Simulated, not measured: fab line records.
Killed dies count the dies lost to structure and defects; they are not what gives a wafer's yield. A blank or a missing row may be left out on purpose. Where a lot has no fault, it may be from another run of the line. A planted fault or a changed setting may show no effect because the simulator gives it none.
Which tool did it? | flow nandHarc | Sampling: 12 lots, 36 wafers, 5 of 1302 route steps

== WHAT THE GAUGES SHOWED, per wafer ==
NHARC_A_CONTACT_INSPECT_23.
lot  | measured     | on               | rawDefectCount
L532 | day 22 23:08 | defectInspect-01 | 720 643 501
L531 | day 22 22:59 | defectInspect-01 | 862 659 550
L530 | day 23 00:49 | defectInspect-02 | 538 440 553
L533 | day 23 13:54 | defectInspect-01 | 436 557 317
L534 | day 24 05:01 | defectInspect-01 | 505 436 551
L535 | day 25 01:54 | defectInspect-01 | 677 758 605
L538 | day 25 08:07 | defectInspect-01 | 549 466 477
L536 | day 25 10:33 | defectInspect-01 | 629 615 432
L543 | day 28 20:22 | defectInspect-01 | 556 593 771
L547 | day 28 19:05 | defectInspect-02 | 634 535 479
L552 | day 32 10:00 | defectInspect-01 | 360 426 448
L553 | day 32 11:37 | defectInspect-01 | 450 540 410

== EACH LOT AND THE TOOL THAT RAN IT (in order: tool; ch and the chambers of the sampled wafers; start) ==
lot  | NHARC_A_CONTACT_ETCH_88           | NHARC_A_CONTACT_ETCH_135           | NHARC_A_CONTACT_CVD_19       | NHARC_A_CONTACT_CMP_20
L532 | rieDiel-11 ch 0,1,3, day 22 17:16 | harCapEtch-02 ch 0,1, day 22 18:36 | cvdW-01 ch 0,1, day 22 21:51 | cmp-03 ch 0,2,3, day 22 22:44
L531 | rieDiel-08 ch 0,1, day 22 17:26   | harCapEtch-01 ch 0,1, day 22 18:48 | cvdW-02 ch 0,1, day 22 21:57 | cmp-02 ch 2,3, day 22 22:37
L530 | rieDiel-09 ch 0,2,3, day 22 19:17 | harCapEtch-03 ch 0,1, day 22 20:30 | cvdW-01 ch 0,1, day 22 23:31 | cmp-03 ch 0,1,3, day 23 00:25
L533 | rieDiel-11 ch 0,1,3, day 23 08:16 | harCapEtch-03 ch 0,1, day 23 09:38 | cvdW-01 ch 0,1, day 23 12:44 | cmp-03 ch 0,1, day 23 13:30
L534 | rieDiel-09 ch 0,2, day 23 22:57   | harCapEtch-03 ch 0,1, day 24 00:29 | cvdW-02 ch 1, day 24 03:44   | cmp-04 ch 0,1,3, day 24 04:40
L535 | rieDiel-09 ch 1,2,3, day 24 20:15 | harCapEtch-03 ch 0,1, day 24 21:34 | cvdW-01 ch 0,1, day 25 00:52 | cmp-02 ch 0,2,3, day 25 01:32
L538 | rieDiel-09 ch 1,2, day 25 02:07   | harCapEtch-02 ch 0,1, day 25 03:25 | cvdW-01 ch 0,1, day 25 06:49 | cmp-04 ch 1,2, day 25 07:43
L536 | rieDiel-09 ch 1,2, day 25 04:58   | harCapEtch-01 ch 0,1, day 25 06:23 | cvdW-02 ch 0,1, day 25 09:30 | cmp-02 ch 0,3, day 25 10:08
L543 | rieDiel-09 ch 1,2,3, day 28 11:44 | harCapEtch-02 ch 0,1, day 28 13:08 | cvdW-01 ch 0,1, day 28 19:04 | cmp-03 ch 0,1,3, day 28 19:57
L547 | rieDiel-11 ch 0,2,3, day 28 13:23 | harCapEtch-03 ch 0,1, day 28 14:40 | cvdW-02 ch 0,1, day 28 17:56 | cmp-02 ch 0,3, day 28 18:43
L552 | rieDiel-09 ch 0,2, day 32 04:28   | harCapEtch-01 ch 0,1, day 32 05:41 | cvdW-01 ch 0,1, day 32 08:43 | cmp-04 ch 0,2, day 32 09:35
L553 | rieDiel-09 ch 0,1,3, day 32 06:04 | harCapEtch-02 ch 0,1, day 32 07:18 | cvdW-02 ch 0,1, day 32 10:18 | cmp-03 ch 2,3, day 32 11:14
- NHARC_A_CONTACT_ETCH_88: etches the open film in CF4, target depth 39 nm, time 65 s.
- NHARC_A_CONTACT_ETCH_135: etches the open film in C4F8/O2/Ar, time 311 s, target depth 1912 nm.
- NHARC_A_CONTACT_CVD_19: deposits W, target thk 300 nm, time 802 s.
- NHARC_A_CONTACT_CMP_20: polishes, t overpolish 30 s, target thk 300 nm.

== WHAT THE TOOLS THEMSELVES READ (means of the sampled wafers that have a number; where no wafer has one, the mark that the record gives instead) ==
NHARC_A_CONTACT_ETCH_88.
lot  | tool       | drypumpMotorCurrentA (A) | oesProductAu (a.u.) | rfVppV (V) | showerheadPlenumPTorr (Torr) | throttleValvePct (%)
L532 | rieDiel-11 | 6.2                      | 0.995               | 149.8      | 1.72                         | 13.285
L531 | rieDiel-08 | 5.4                      | 1.003               | 152.5      | 1.83                         | 13.279
L530 | rieDiel-09 | 5.6                      | 1.009               | 152.1      | 1.84                         | 13.284
L533 | rieDiel-11 | 6.1                      | 0.999               | 150.1      | 1.72                         | 13.287
L534 | rieDiel-09 | 5.5                      | 1.018               | 153.8      | 1.88                         | 13.284
L535 | rieDiel-09 | 6.0                      | 1.005               | 151.1      | 1.77                         | 13.276
L538 | rieDiel-09 | 6.2                      | 1.011               | 150.9      | 1.75                         | 13.289
L536 | rieDiel-09 | 6.1                      | 1.000               | 151.4      | 1.82                         | 13.289
L543 | rieDiel-09 | 6.0                      | 0.997               | 151.4      | 1.77                         | 13.286
L547 | rieDiel-11 | 6.3                      | 0.986               | 150.9      | 1.80                         | 13.291
L552 | rieDiel-09 | 5.7                      | 0.993               | 153.5      | 1.89                         | 13.279
L553 | rieDiel-09 | 5.7                      | 0.982               | 150.7      | 1.76                         | 13.285

NHARC_A_CONTACT_CVD_19.
lot  | tool    | heaterPowerW (W) | throttleValvePct (%)
L532 | cvdW-01 | 432              | 8.37
L531 | cvdW-02 | 423              | 8.14
L530 | cvdW-01 | 432              | 8.36
L533 | cvdW-01 | 435              | 8.28
L534 | cvdW-02 | 515              | 8.31
L535 | cvdW-01 | 453              | 8.15
L538 | cvdW-01 | 458              | 8.32
L536 | cvdW-02 | 474              | 8.08
L543 | cvdW-01 | 448              | 8.20
L547 | cvdW-02 | 421              | 8.07
L552 | cvdW-01 | 472              | 8.09
L553 | cvdW-02 | 456              | 8.06

NHARC_A_CONTACT_CMP_20.
lot  | tool   | edgeZonePressureFrac | motorCurrentA (A) | overpolishRunS (s) | timeToEndpointS (s)
L532 | cmp-03 | 0.999                | 13.4              | 29.997             | 59.2
L531 | cmp-02 | 1.004                | 11.8              | 30.000             | 65.6
L530 | cmp-03 | 0.998                | 12.9              | 30.007             | 60.8
L533 | cmp-03 | 0.997                | 12.6              | 30.003             | 60.8
L534 | cmp-04 | 0.996                | 11.5              | 30.001             | 60.8
L535 | cmp-02 | 0.997                | 11.9              | 30.001             | 59.2
L538 | cmp-04 | 0.997                | 13.2              | 30.009             | 56.2
L536 | cmp-02 | 1.000                | 12.0              | 29.998             | 61.9
L543 | cmp-03 | 0.995                | 12.9              | 29.999             | 50.3
L547 | cmp-02 | 0.994                | 11.8              | 29.990             | 61.1
L552 | cmp-04 | 1.000                | 11.3              | 29.997             | 56.9
L553 | cmp-03 | 0.999                | 12.9              | 30.003             | 58.6

== THE ANSWER, worked out from the rows above alone ==
Rule: the lots themselves supply what counts as usual. Put in order of their means at a reading, lots are off if they are a third of the lots or fewer, leave a main group of 4 or more, and stand apart from it by a gap of 3 or more times the standard deviation of the main group's means; of several such gaps the widest counts. Not used: any main group whose means are identical at the precision the tables above print for the reading. Also off: a lot with no number at a reading for which 4 or more lots have one. All remaining lots with rows at the step are treated as sound. The gauges are gone through in route order, then the tools' own readings, and for those a lot's mean is taken as printed above. At the first step where some lot is off, the reading lying furthest off is the one used; lots without a number count as furthest.
No lot is off at any reading shown: from this, nothing can be told.

== WHAT WAS PUT IN BY THE SIMULATOR ==
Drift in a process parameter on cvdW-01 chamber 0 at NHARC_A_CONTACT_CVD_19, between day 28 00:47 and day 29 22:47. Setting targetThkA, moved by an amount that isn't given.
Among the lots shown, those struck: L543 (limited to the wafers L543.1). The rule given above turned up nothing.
